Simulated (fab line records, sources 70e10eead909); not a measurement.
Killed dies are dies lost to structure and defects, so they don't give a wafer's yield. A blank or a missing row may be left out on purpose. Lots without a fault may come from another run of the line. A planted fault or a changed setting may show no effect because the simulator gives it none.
fab line records | flow nand_harc
record lots=10 wafers=30 last_day=32
route steps=1302 shown A_CONTACT@1024 END@1302
lots that met no fault: from a run of the same line without faults
start_h: hours from the record's first day to the start of the lot's first wafer shown | wait_h: hours since the lot's step before | " the same as in the row above | L1.1+2: a row that stands for several wafers | - no value, or no start given | * or withheld: withheld | < > ~ a bound
route shown NAME@n: a module of which the file shows steps, and the number in the route of the first | usual: mean/standard deviation of fault-free wafers | same: alike in all rows | chamber/n: place in a boat | sites: the reading at each site | _std_site: their standard deviation | _edge_site: outer sites' mean less inner sites' | radius_mm: how far each site lies from the wafer's centre | mask NAME#n: copy n | behind: the tool/chamber that last shaped the wafer | hold: why the lot was held/for how many hours/how that ended | device: the transistor (n, p or np) that didn't switch | end of line: the same wafers' tests at the end of the route | a step without rows: its recipe alone | killed: dies lost to structure and defects at the first sort, not the wafer's yield | map: a wafer's dies, x killed, . not, _ none there
set.NAME: the setting as run; set.NAME@STEP: as run at that earlier step | model.NAME: the simulator's own value behind a step, which no gauge read
steps of the route over a sample of lots; a table a step, a row a wafer
services: from which hour (start_h, from the record's first day; less than 0 if before it) a tool's chamber was out of use, for how many hours, and why
## steps
# step NHARC_A_CONTACT_ETCH_102
# recipe target_depth_a=1000 overetch_a=100 time_s=55 ion_energy_ev=100 cf4_flow_sccm=80 o2_flow_sccm=20 ar_flow_sccm=0 rf_w=300 bias_w=100 chemistry=CF4/O2
# usual drypump_motor_current_A=5.7/0.53 o2_flow_sccm=20.00/0.061 oes_product_au=1.002/0.0091 rf_vpp_V=198.1/1.3 showerhead_plenum_p_Torr=1.35/0.052 throttle_valve_pct=13.397/0.009
# columns lot.wafer tool chamber start_h wait_h drypump_motor_current_A o2_flow_sccm oes_product_au rf_hours_counter_h rf_vpp_V showerhead_plenum_p_Torr throttle_valve_pct
L176.1 rie_diel-06 2 511.17 0.1 6.3 19.97 1.006 4 198.7 1.37 13.398
L176.4 " 3 " " 5.4 20.11 1.017 3 198.0 1.34 13.390
L176.3 " 1 " " 5.1 20.00 1.002 4 197.4 1.31 13.380
L178.2 rie_diel-06 2 514.25 0.1 6.3 19.91 1.017 4 199.0 1.37 13.392
L178.6 " 0 " " 6.4 20.07 1.012 - 199.3 1.40 13.404
L178.5 " 1 " " 5.0 20.00 0.997 - 196.4 1.31 13.382
L179.3 rie_diel-07 1 521.55 0.0 5.8 20.00 1.003 18 198.9 1.43 13.397
L179.2 " 2 " " 5.7 20.09 0.998 15 196.5 1.24 13.399
L179.5 " 2 " " 5.7 20.08 0.994 - 194.8 1.24 13.406
L184.2 rie_diel-05 1 569.30 0.1 5.5 20.02 0.993 46 196.6 1.26 13.387
L184.1 " 0 " " 4.7 19.91 1.022 52 197.7 1.36 13.391
L184.6 " 1 " " 5.5 20.07 1.003 - 195.5 1.26 13.394
L187.4 rie_diel-07 0 624.12 0.1 5.9 20.14 0.999 46 198.8 1.37 13.397
L187.1 " 1 " " 5.8 19.89 1.000 50 198.9 1.42 13.410
L187.6 " 0 " " 5.9 20.07 1.008 - 197.5 1.37 13.413
L191.3 rie_diel-05 0 639.65 0.1 4.7 20.01 0.999 12 197.1 1.35 13.395
L191.1 " 3 " " 5.3 19.96 1.015 12 198.4 1.34 13.399
L191.5 " 0 " " 4.7 19.96 0.995 - 198.5 1.35 13.418
L190.3 rie_diel-06 1 643.24 0.1 5.1 20.10 0.988 25 196.0 1.30 13.399
L190.4 " 3 " " 5.3 20.04 1.009 24 197.5 1.33 13.391
L190.5 " 2 " " 6.3 20.03 1.003 - 197.8 1.37 13.391
L193.2 rie_diel-05 1 663.43 0.1 5.5 19.89 1.003 25 196.0 1.26 13.398
L193.4 " 2 " " 6.2 20.06 1.010 21 199.6 1.41 13.388
L193.5 " 3 " " 5.3 20.08 1.012 - 196.2 1.34 13.406
L197.3 rie_diel-05 3 704.50 2.9 5.3 20.09 1.012 36 196.1 1.33 13.400
L197.2 " 0 " " 4.7 19.94 0.997 37 198.9 1.35 13.405
L197.6 " 3 " " 5.3 20.02 1.017 - 196.3 1.33 13.418
L199.3 rie_diel-06 0 705.89 0.1 6.4 20.01 0.989 4 199.5 1.39 13.382
L199.4 " 2 " " 6.2 20.00 1.006 5 198.8 1.36 13.395
L199.6 " 1 " " 5.1 19.97 0.977 - 196.8 1.30 13.404
# step NHARC_A_CONTACT_EXPOSE_66
# recipe na=1.35 sigma_outer=0.8 dose_mj=59.02 mask_id=A_CC_2
# usual exposure_dose_mJ_cm2=58.95/0.056
# columns lot.wafer tool chamber start_h wait_h mask exposure_dose_mJ_cm2
L176.1 arfi_scanner-03 0 515.59 - A_CC_2#0 58.91
L176.3 " 0 " " A_CC_2#0 58.93
L176.4 " 0 " " A_CC_2#0 58.93
L178.2 arfi_scanner-02 0 519.57 - A_CC_2#0 58.96
L178.5 " 0 " " A_CC_2#0 58.92
L178.6 " 0 " " A_CC_2#0 58.92
L179.2 arfi_scanner-02 0 531.00 - A_CC_2#0 59.00
L179.3 " 0 " " A_CC_2#0 58.95
L179.5 " 0 " " A_CC_2#0 58.87
L184.1 arfi_scanner-02 0 573.69 - A_CC_2#0 58.98
L184.2 " 0 " " A_CC_2#0 59.00
L184.6 " 0 " " A_CC_2#0 58.89
L187.1 arfi_scanner-01 0 629.35 - A_CC_2#0 67.33
L187.4 " 0 " " A_CC_2#0 67.26
L187.6 " 0 " " A_CC_2#0 67.18
L191.1 arfi_scanner-03 0 644.18 - A_CC_2#0 58.91
L191.3 " 0 " " A_CC_2#0 58.86
L191.5 " 0 " " A_CC_2#0 59.02
L190.3 arfi_scanner-01 0 647.74 - A_CC_2#0 65.57
L190.4 " 0 " " A_CC_2#0 65.58
L190.5 " 0 " " A_CC_2#0 65.61
L193.2 arfi_scanner-02 0 670.93 - A_CC_2#0 58.96
L193.4 " 0 " " A_CC_2#0 58.94
L193.5 " 0 " " A_CC_2#0 58.90
L197.2 arfi_scanner-02 0 710.83 - A_CC_2#0 58.99
L197.3 " 0 " " A_CC_2#0 58.93
L197.6 " 0 " " A_CC_2#0 58.98
L199.3 arfi_scanner-03 0 712.94 - A_CC_2#0 58.93
L199.4 " 0 " " A_CC_2#0 58.87
L199.6 " 0 " " A_CC_2#0 58.98
# step NHARC_A_CONTACT_CD_MEAS_69
# recipe target_cd_nm=300 landing_energy_ev=500
# usual cd_nm=299.9/0.59
# columns lot.wafer tool chamber start_h wait_h cd_nm
L176.1 cd_sem-02 0 515.73 - 300.4
L176.3 " 0 " " 300.0
L176.4 " 0 " " 299.8
L178.2 cd_sem-02 0 519.71 - 299.7
L178.5 " 0 " " 299.2
L178.6 " 0 " " 299.5
L179.2 cd_sem-03 0 531.14 - 300.3
L179.3 " 0 " " 300.1
L179.5 " 0 " " 300.8
L184.1 cd_sem-02 0 573.83 - 300.4
L184.2 " 0 " " 300.4
L184.6 " 0 " " 300.0
L187.1 cd_sem-02 0 629.48 - 307.0
L187.4 " 0 " " 306.8
L187.6 " 0 " " 307.2
L191.1 cd_sem-02 0 644.32 - 299.1
L191.3 " 0 " " 298.9
L191.5 " 0 " " 300.2
L190.3 cd_sem-03 0 647.88 - 305.5
L190.4 " 0 " " 305.4
L190.5 " 0 " " 305.6
L193.2 cd_sem-03 0 671.07 - 299.9
L193.4 " 0 " " 300.4
L193.5 " 0 " " 299.4
L197.2 cd_sem-01 0 710.97 - 299.6
L197.3 " 0 " " 300.0
L197.6 " 0 " " 299.3
L199.3 cd_sem-03 0 713.08 - 300.3
L199.4 " 0 " " 299.7
L199.6 " 0 " " 299.6
# step NHARC_A_CONTACT_ETCH_75
# recipe target_depth_a=390 over_etch_frac=0.3 time_s=65 ion_energy_ev=80 cf4_flow_sccm=150 ar_flow_sccm=0 rf_w=300 bias_w=100 chemistry=CF4
# usual drypump_motor_current_A=5.7/0.53 oes_product_au=1.002/0.0094 rf_vpp_V=151.6/1.1 showerhead_plenum_p_Torr=1.79/0.063 throttle_valve_pct=13.283/0.0095
# columns lot.wafer tool chamber start_h wait_h drypump_motor_current_A oes_product_au rf_hours_counter_h rf_vpp_V showerhead_plenum_p_Torr throttle_valve_pct
L176.4 rie_diel-06 0 516.00 0.1 6.4 1.003 4 151.4 1.84 13.283
L176.1 " 2 " " 6.3 1.001 4 151.3 1.81 13.296
L176.3 " 3 " " 5.3 1.015 4 151.9 1.77 13.275
L178.2 rie_diel-05 2 519.98 0.1 6.2 0.988 37 152.7 1.88 13.289
L178.6 " 2 " " 6.2 0.988 - 153.4 1.88 13.277
L178.5 " 3 " " 5.3 0.997 - 151.6 1.78 13.267
L179.3 rie_diel-05 1 531.43 0.1 5.5 1.003 38 151.2 1.68 13.300
L179.2 " 0 " " 4.7 1.009 41 151.1 1.80 13.300
L179.5 " 3 " " 5.3 0.992 - 150.3 1.78 13.277
L184.2 rie_diel-06 3 574.10 0.1 5.3 1.016 11 150.1 1.77 13.291
L184.1 " 1 " " 5.1 0.995 11 151.6 1.73 13.283
L184.6 " 3 " " 5.3 1.012 - 152.0 1.77 13.282
L187.1 rie_diel-06 0 629.83 0.1 6.4 1.006 18 153.2 1.84 13.280
L187.4 " 1 " " 5.1 1.002 19 151.2 1.73 13.278
L187.6 " 2 " " 6.3 1.010 - 150.7 1.81 13.273
L191.1 rie_diel-06 3 644.64 0.1 5.4 1.011 24 150.4 1.77 13.305
L191.3 " 2 " " 6.3 1.022 22 151.7 1.81 13.266
L191.5 " 3 " " 5.3 1.007 - 152.5 1.77 13.287
L190.3 rie_diel-06 1 648.15 0.1 5.0 0.997 26 151.3 1.73 13.274
L190.4 " 3 " " 5.3 1.014 24 150.7 1.77 13.279
L190.5 " 0 " " 6.4 0.994 - 152.3 1.84 13.277
L193.2 rie_diel-07 3 671.33 0.1 6.1 1.012 4 152.2 1.80 13.276
L193.4 " 2 " " 5.7 1.002 4 152.9 1.91 13.293
L193.5 " 0 " " 5.9 0.997 - 153.2 1.81 13.301
L197.3 rie_diel-06 0 711.24 0.1 6.4 0.988 5 152.4 1.84 13.281
L197.2 " 2 " " 6.3 1.010 6 152.3 1.80 13.271
L197.6 " 3 " " 5.3 0.993 - 149.1 1.76 13.285
L199.4 rie_diel-05 0 713.35 0.1 4.7 0.999 39 151.4 1.78 13.286
L199.3 " 2 " " 6.2 1.010 37 153.2 1.86 13.298
L199.6 " 3 " " 5.3 1.019 - 151.7 1.77 13.284
# step NHARC_A_CONTACT_ETCH_76
# recipe target_depth_a=2600 over_etch_frac=0.3 time_s=475.3 ion_energy_ev=200 n2_flow_sccm=150 h2_flow_sccm=150 ar_flow_sccm=0 rf_w=400 bias_w=150 chemistry=N2/H2
# usual drypump_motor_current_A=5.7/0.53 oes_product_au=1.002/0.0095 rf_vpp_V=431.2/2.2 showerhead_plenum_p_Torr=2.07/0.076 throttle_valve_pct=14.171/0.0087
# columns lot.wafer tool chamber start_h wait_h drypump_motor_current_A oes_product_au rf_hours_counter_h rf_vpp_V showerhead_plenum_p_Torr throttle_valve_pct
L176.3 rie_diel-06 3 - - 5.3 1.010 4 430.2 2.04 14.181
L176.1 " 1 " " 5.1 0.996 5 430.5 1.99 14.154
L176.4 " 2 " " 6.3 1.013 4 430.5 2.10 14.170
L178.2 rie_diel-05 1 - - 5.5 1.008 33 427.7 1.93 14.170
L178.5 " 3 " " 5.3 0.999 - 431.8 2.06 14.183
L178.6 " 0 " " 4.7 0.999 - 430.7 2.08 14.161
L179.3 rie_diel-05 0 - - 4.7 0.999 41 431.1 2.08 14.171
L179.2 " 1 " " 5.5 1.004 38 427.7 1.92 14.170
L179.5 " 1 " " 5.5 1.005 - 427.6 1.92 14.179
L184.2 rie_diel-06 3 - - 5.3 1.001 11 431.6 2.04 14.176
L184.1 " 1 " " 5.1 0.995 11 429.7 1.99 14.174
L184.6 " 0 " " 6.4 1.002 - 432.5 2.13 14.174
L187.1 rie_diel-06 2 - - 6.3 1.020 20 433.4 2.09 14.170
L187.4 " 3 " " 5.3 1.018 19 430.2 2.04 14.165
L187.6 " 1 " " 5.1 0.998 - 428.5 1.99 14.175
L191.3 rie_diel-06 1 - - 5.1 0.995 25 428.0 1.99 14.189
L191.1 " 2 " " 6.2 1.014 22 432.0 2.09 14.155
L191.5 " 2 " " 6.3 1.015 - 433.4 2.09 14.171
L190.3 rie_diel-06 0 - - 6.4 1.002 24 432.5 2.13 14.166
L190.4 " 1 " " 5.0 1.000 26 429.4 1.98 14.158
L190.5 " 3 " " 5.3 1.005 - 430.2 2.04 14.175
L193.2 rie_diel-07 3 - - 6.2 1.005 4 431.7 2.08 14.166
L193.4 " 0 " " 5.9 1.000 3 432.5 2.09 14.175
L193.5 " 3 " " 6.1 1.002 - 430.9 2.08 14.154
L197.3 rie_diel-06 2 - - 6.3 1.001 6 432.4 2.08 14.181
L197.2 " 3 " " 5.3 0.993 6 429.5 2.03 14.171
L197.6 " 2 " " 6.3 1.000 - 431.7 2.08 14.178
L199.3 rie_diel-05 3 - - 5.3 1.013 39 429.2 2.04 14.178
L199.4 " 2 " " 6.2 1.004 37 434.7 2.16 14.162
L199.6 " 3 " " 5.3 1.019 - 427.9 2.03 14.176
# step NHARC_END_SORT_01
# recipe temp_c=25
# usual killed_at_array=62/20 killed_at_other=0.8/1.1 killed_at_periphery=3.5/2.4 killed_dies=66/21 killed_open=3.5/1.9 killed_short=2.5/1.7
# same gross_dies=677
# columns lot.wafer tool chamber start_h wait_h killed_at_array killed_at_other killed_at_periphery killed_dies killed_open killed_short
L193.2 prober-02 0 731.24 2.8 82 0 3 85 2 3
L193.4 prober-02 0 732.81 3.4 72 4 8 84 5 3
L193.5 prober-02 0 733.60 3.6 68 1 5 74 4 1
# killed by level:class
L193.2 A_SLIT:chamber_film_flake=36 A_CHANNEL_HOLE_D2:chamber_film_flake=26 A_CONTACT:chamber_film_flake=7 A_CHANNEL_HOLE_D1:chamber_film_flake=5 A_ONON_D2:geometric_particle:short=2 P_GATE:chamber_film_flake=2 A_WL_FILL:chamber_film_flake=2 A_DECK1_JOINT:geometric_particle:short=1
L193.4 A_SLIT:chamber_film_flake=31 A_CHANNEL_HOLE_D2:chamber_film_flake=19 A_CHANNEL_HOLE_D1:chamber_film_flake=12 A_CONTACT:chamber_film_flake=4 P_STI:chamber_film_flake=3 THIN_TSV:chamber_film_flake=3 P_CONTACT:geometric_particle:open=2 P_CONTACT:geometric_particle:short=1
L193.5 A_SLIT:chamber_film_flake=30 A_CHANNEL_HOLE_D2:chamber_film_flake=14 A_CHANNEL_HOLE_D1:chamber_film_flake=6 A_CONTACT:chamber_film_flake=4 P_STI:chamber_film_flake=4 A_WL_FILL:chamber_film_flake=4 A_CHANNEL_FILL_D2:chamber_film_flake=2 A_CHANNEL_FILL_D1:geometric_particle:open=1
## services
# columns tool chamber start_h hours kind
rie_diel-06 0 493.35 - clean
rie_diel-07 0 497.96 6.9 repair
arfi_scanner-02 - 500.96 0.6 repair
arfi_scanner-03 - 526.38 2.0 repair
rie_diel-05 1 535.89 5.3 repair
arfi_scanner-03 - 548.71 0.9 repair
rie_diel-05 0 553.50 2.5 repair
rie_diel-07 2 560.00 1.7 repair
arfi_scanner-02 - 563.67 0.9 repair
arfi_scanner-03 - 564.11 4.0 pm
arfi_scanner-02 - 576.53 2.1 repair
arfi_scanner-02 - 580.47 6.4 repair
rie_diel-05 - 583.75 9.0 pm
arfi_scanner-01 - 596.00 4.0 pm
rie_diel-05 3 611.77 3.0 repair
rie_diel-07 2 611.94 6.7 repair
rie_diel-07 1 616.51 2.3 repair
rie_diel-06 2 630.23 8.0 repair
rie_diel-07 - 648.32 9.0 pm
arfi_scanner-02 - 656.01 4.0 pm
rie_diel-06 - 661.35 9.0 pm
arfi_scanner-03 - 674.55 0.9 repair
rie_diel-07 1 685.52 6.9 repair
arfi_scanner-02 - 711.50 11.4 repair
## key
first_sign step=NHARC_A_CONTACT_EXPOSE_66 reading=exposure_dose_mJ_cm2 direction=up sigmas=99+ usual=58.95 struck=66.42
effect step=NHARC_A_CONTACT_CD_MEAS_69 reading=cd_nm direction=up sigmas=11 usual=299.9 struck=306.2 through=control_loop
met_at NHARC_A_CONTACT_EXPOSE_66
struck_lots L187,L190
tester_left_out L187,L190
loop_trim step=NHARC_A_CONTACT_EXPOSE_66 setting=dose lots=L190
not_acting_at NHARC_A_CONTACT_ETCH_102,NHARC_A_CONTACT_ETCH_75,NHARC_A_CONTACT_ETCH_76
fault kind=process_parameter_drift tool=arfi_scanner-01 chamber=- onset_h=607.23 steps=NHARC_A_CONTACT_EXPOSE_66 channel=dose_mj offset=8.2614 shape=step acts_in=these_recipes_only stated=59.02
# tester_left_out: of these lots the tester's yield and bins aren't shown, on N5 and GAA mostly nor the transistor test; their killed dies are dies lost to structure and defects alone, not to doping, threshold or leakage, so they don't give the yield
# loop_trim: a control loop set the setting to another value than it would have without faults
